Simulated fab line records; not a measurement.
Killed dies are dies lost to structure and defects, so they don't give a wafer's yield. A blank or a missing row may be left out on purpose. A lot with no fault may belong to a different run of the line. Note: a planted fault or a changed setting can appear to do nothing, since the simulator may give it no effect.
Split-lot study    flow n5_finfet    on a route of 1938 steps: 7 lots, 39 wafers read

THE SPLIT ITSELF
At N5_MOL_CONTACT_COAG_SPUTTER_130 (material Co, target thk 47.5 nm), the setting target_thk_a was moved away from the recipe's 475 angstrom on 18 of the 39 wafers read, by -11.3% to +7.5%. The other wafers ran this setting at the recipe's value.

The reading is taken at the split's own step.

THE READING
Co_of_MOL_CONTACT_COAG_SPUTTER_130.thk_nm (the simulator's own value, which no gauge read), in nm, at N5_MOL_CONTACT_COAG_SPUTTER_130 (material Co, target thk 47.5 nm). There is no usual value for it anywhere in the file. Average 47.3 nm, standard deviation 0.48 nm, over the 21 wafers here run with the recipe.

wafer   tool, chamber at the split  target_thk_a as run, angstrom  against the recipe  Co_of_MOL_CONTACT_COAG_SPUTTER_130.thk_nm, nm  against lot-mates on the recipe
L075.1  pvd_sputter-03, -           421.5                          -11.3%              42                                             -5.0
L075.2  pvd_sputter-03, -           421.5                          -11.3%              42.2                                           -4.8
L075.6  pvd_sputter-03, -           421.5                          -11.3%              42.2                                           -4.8
L075.3  pvd_sputter-03, -           475                            recipe              46.8                                           -
L075.4  pvd_sputter-03, -           475                            recipe              47                                             -
L075.5  pvd_sputter-03, -           475                            recipe              47.2                                           -
L081.1  pvd_sputter-02, -           475                            recipe              47.6                                           -
L081.2  pvd_sputter-02, -           475                            recipe              47.2                                           -
L081.3  pvd_sputter-02, -           442.3                          -6.9%               44.8                                           -2.8
L081.6  pvd_sputter-02, -           442.3                          -6.9%               44.8                                           -2.8
L081.4  pvd_sputter-02, -           475                            recipe              48                                             -
L081.5  pvd_sputter-02, -           442.3                          -6.9%               44.6                                           -3.0
L082.1  pvd_sputter-03, -           432.6                          -8.9%               43.2                                           -4.3
L082.2  pvd_sputter-03, -           432.6                          -8.9%               43                                             -4.5
L082.6  pvd_sputter-03, -           432.6                          -8.9%               43                                             -4.5
L082.3  pvd_sputter-03, -           475                            recipe              47.4                                           -
L082.4  pvd_sputter-03, -           475                            recipe              47.6                                           -
L082.5  pvd_sputter-03, -           475                            recipe              47.6                                           -
L084.1  pvd_sputter-01, -           446                            -6.1%               44.8                                           -3.1
L084.3  pvd_sputter-01, -           446                            -6.1%               44.8                                           -3.1
L084.2  pvd_sputter-01, -           475                            recipe              48.2                                           -
L084.4  pvd_sputter-01, -           475                            recipe              47.4                                           -
L084.5  pvd_sputter-01, -           446                            -6.1%               45                                             -2.9
L084.6  pvd_sputter-01, -           475                            recipe              48                                             -
L089.1  pvd_sputter-02, -           475                            recipe              47.2                                           -
L089.2  pvd_sputter-02, -           475                            recipe              47.2                                           -
L089.3  pvd_sputter-02, -           475                            recipe              47.2                                           -
L089.4  pvd_sputter-02, -           510.6                          +7.5%               50.2                                           +3.0
L089.6  pvd_sputter-02, -           510.6                          +7.5%               50.2                                           +3.0
L089.5  pvd_sputter-02, -           510.6                          +7.5%               50.8                                           +3.6
L092.1  pvd_sputter-01, -           475                            recipe              46.8                                           -
L092.3  pvd_sputter-01, -           475                            recipe              47.4                                           -
L092.5  pvd_sputter-01, -           475                            recipe              46                                             -
L097.1  pvd_sputter-02, -           475                            recipe              47                                             -
L097.2  pvd_sputter-02, -           438.8                          -7.6%               43.6                                           -3.7
L097.3  pvd_sputter-02, -           438.8                          -7.6%               43.8                                           -3.5
L097.5  pvd_sputter-02, -           438.8                          -7.6%               43.8                                           -3.5
L097.4  pvd_sputter-02, -           475                            recipe              47.2                                           -
L097.6  pvd_sputter-02, -           475                            recipe              47.8                                           -

FIT RESULTS
A straight line over all 39 wafers: Co_of_MOL_CONTACT_COAG_SPUTTER_130.thk_nm changes by +0.441 nm for each +1% of target_thk_a; r = +0.98; the points scatter about the line by 0.42 nm.
The same after taking each lot's own level away (the mean of its wafers on the recipe; 39 wafers): +0.45 nm for each +1%; r = +0.99; scatter 0.31 nm.
The reading moves by 5.1 nm for the largest change in target_thk_a, on that fit.
From 46.73 to 47.87 nm: that is the span of the lots' own levels, equal to 2.4 times the standard deviation above.
The two slopes are in agreement: the lot-to-lot level therefore moves the slope only a little.
Check: -5.13 nm against its lot-mates is what the line predicts for one of the wafers moved furthest among these (-11.3%) when that wafer is left out of the fit. Against them it came out at -5 nm.

FURTHER SPLITS ON THESE WAFERS
Other splits were also applied to these wafers ahead of the reading. Each is held against what the fit with the lots' levels taken away leaves over:
other split on the same wafers       wafers away from the commonest value  r with Co_of_MOL_CONTACT_COAG_SPUTTER_130.thk_nm (lot level and that fit taken away)
N5_MOL_CONTACT_COAG_ETCH_110 bias_w  15                                    -0.15

THE FILE'S OWN FIT
Co_of_MOL_CONTACT_COAG_SPUTTER_130.thk_nm changes by +0.454 nm for each +1% of target_thk_a, r = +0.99.
